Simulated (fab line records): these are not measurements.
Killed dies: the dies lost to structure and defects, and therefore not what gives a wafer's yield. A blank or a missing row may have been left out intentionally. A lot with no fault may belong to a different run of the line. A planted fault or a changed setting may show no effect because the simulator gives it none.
Split-lot experiment / flow n5_finfet / 21 wafers read from 7 lots, route of 1938 steps

== THE SPLIT ITSELF ==
At N5_BEOL_M13_EXPOSE_07 (exposes mask V12), the setting dose_mj was moved away from the recipe's 24.8 on 7 of the 21 wafers read, by -5.7% to +4.1%. For the rest of the wafers, this setting stayed at what the recipe calls for.

== FROM THE SPLIT TO THE READING: what the file shows between them, 3 steps ==
- N5_BEOL_M13_PEB_08: peb time 90 s
- N5_BEOL_M13_DEVELOP_09: develop time 45 s
- N5_BEOL_M13_HARDBAKE_14: time 120 s

== THE READING ==
Shown in nm: cd_nm at N5_BEOL_M13_CD_MEAS_10, with target cd 190 nm. A value of 189.8 nm with a standard deviation of 1.4 nm is what fault-free wafers of this fab line usually give.

wafer=L078.2; tool, chamber at the split=krf_scanner-01, 0; dose_mj as run=24.8; against the recipe=recipe; cd_nm, nm=190.1; against lot-mates on the recipe=-
wafer=L078.3; tool, chamber at the split=krf_scanner-01, 0; dose_mj as run=24.8; against the recipe=recipe; cd_nm, nm=191.2; against lot-mates on the recipe=-
wafer=L078.4; tool, chamber at the split=krf_scanner-01, 0; dose_mj as run=23.38; against the recipe=-5.7%; cd_nm, nm=184.2; against lot-mates on the recipe=-6.4
wafer=L083.4; tool, chamber at the split=krf_scanner-01, 0; dose_mj as run=24.8; against the recipe=recipe; cd_nm, nm=190.6; against lot-mates on the recipe=-
wafer=L083.5; tool, chamber at the split=krf_scanner-01, 0; dose_mj as run=24.8; against the recipe=recipe; cd_nm, nm=192.5; against lot-mates on the recipe=-
wafer=L083.6; tool, chamber at the split=krf_scanner-01, 0; dose_mj as run=24.8; against the recipe=recipe; cd_nm, nm=191.7; against lot-mates on the recipe=-
wafer=L085.2; tool, chamber at the split=krf_scanner-01, 0; dose_mj as run=24.8; against the recipe=recipe; cd_nm, nm=191.3; against lot-mates on the recipe=-
wafer=L085.3; tool, chamber at the split=krf_scanner-01, 0; dose_mj as run=24.8; against the recipe=recipe; cd_nm, nm=192.2; against lot-mates on the recipe=-
wafer=L085.5; tool, chamber at the split=krf_scanner-01, 0; dose_mj as run=24.8; against the recipe=recipe; cd_nm, nm=190.1; against lot-mates on the recipe=-
wafer=L089.4; tool, chamber at the split=krf_scanner-01, 0; dose_mj as run=24.8; against the recipe=recipe; cd_nm, nm=190.0; against lot-mates on the recipe=-
wafer=L089.5; tool, chamber at the split=krf_scanner-01, 0; dose_mj as run=23.52; against the recipe=-5.2%; cd_nm, nm=182.8; against lot-mates on the recipe=-6.5
wafer=L089.6; tool, chamber at the split=krf_scanner-01, 0; dose_mj as run=24.8; against the recipe=recipe; cd_nm, nm=188.7; against lot-mates on the recipe=-
wafer=L088.1; tool, chamber at the split=krf_scanner-02, 0; dose_mj as run=24.33; against the recipe=-1.9%; cd_nm, nm=187.3; against lot-mates on the recipe=no lot-mate on the recipe
wafer=L088.2; tool, chamber at the split=krf_scanner-02, 0; dose_mj as run=24.33; against the recipe=-1.9%; cd_nm, nm=188.5; against lot-mates on the recipe=no lot-mate on the recipe
wafer=L088.3; tool, chamber at the split=krf_scanner-02, 0; dose_mj as run=24.33; against the recipe=-1.9%; cd_nm, nm=188.1; against lot-mates on the recipe=no lot-mate on the recipe
wafer=L092.2; tool, chamber at the split=krf_scanner-02, 0; dose_mj as run=25.82; against the recipe=+4.1%; cd_nm, nm=193.1; against lot-mates on the recipe=+3.8
wafer=L092.3; tool, chamber at the split=krf_scanner-02, 0; dose_mj as run=24.8; against the recipe=recipe; cd_nm, nm=189.3; against lot-mates on the recipe=-
wafer=L092.6; tool, chamber at the split=krf_scanner-02, 0; dose_mj as run=25.82; against the recipe=+4.1%; cd_nm, nm=194.5; against lot-mates on the recipe=+5.2
wafer=L095.2; tool, chamber at the split=krf_scanner-02, 0; dose_mj as run=24.8; against the recipe=recipe; cd_nm, nm=187.3; against lot-mates on the recipe=-
wafer=L095.3; tool, chamber at the split=krf_scanner-02, 0; dose_mj as run=24.8; against the recipe=recipe; cd_nm, nm=187.2; against lot-mates on the recipe=-
wafer=L095.5; tool, chamber at the split=krf_scanner-02, 0; dose_mj as run=24.8; against the recipe=recipe; cd_nm, nm=188.5; against lot-mates on the recipe=-

FIT RESULTS
A straight line over all 21 wafers: cd_nm changes by +1.08 nm for each +1% of dose_mj; r = +0.86; the points scatter about the line by 1.5 nm.
The same after taking each lot's own level away (the mean of its wafers on the recipe; 18 wafers): +1.15 nm for each +1%; r = +0.97; scatter 0.71 nm.
Per that fit: largest dose_mj move, reading shift of 6.6 nm.
From 187.67 to 191.60 nm: that is the span of the lots' own levels, equal to 2.8 times the standard deviation above.
Consequently the slope shifts little with the lot-to-lot level, the two slopes agreeing.
Check: -6.79 nm against its lot-mates is what the line predicts for one of the wafers moved furthest among these (-5.7%) when that wafer is left out of the fit. It came out at -6.45 nm against them.

== THESE WAFERS: OTHER SPLITS ==
These wafers also went through other splits before the reading. Each is held against what the fit with the lots' levels taken away leaves over:
other split on the same wafers=N5_BEOL_M12_ETCH_59 h2_flow_sccm; wafers away from the commonest value=10; r with cd_nm (lot level and that fit taken away)=-0.04

== THE FILE'S OWN FIT ==
cd_nm changes by +1.17 nm for each +1% of dose_mj, r = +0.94.
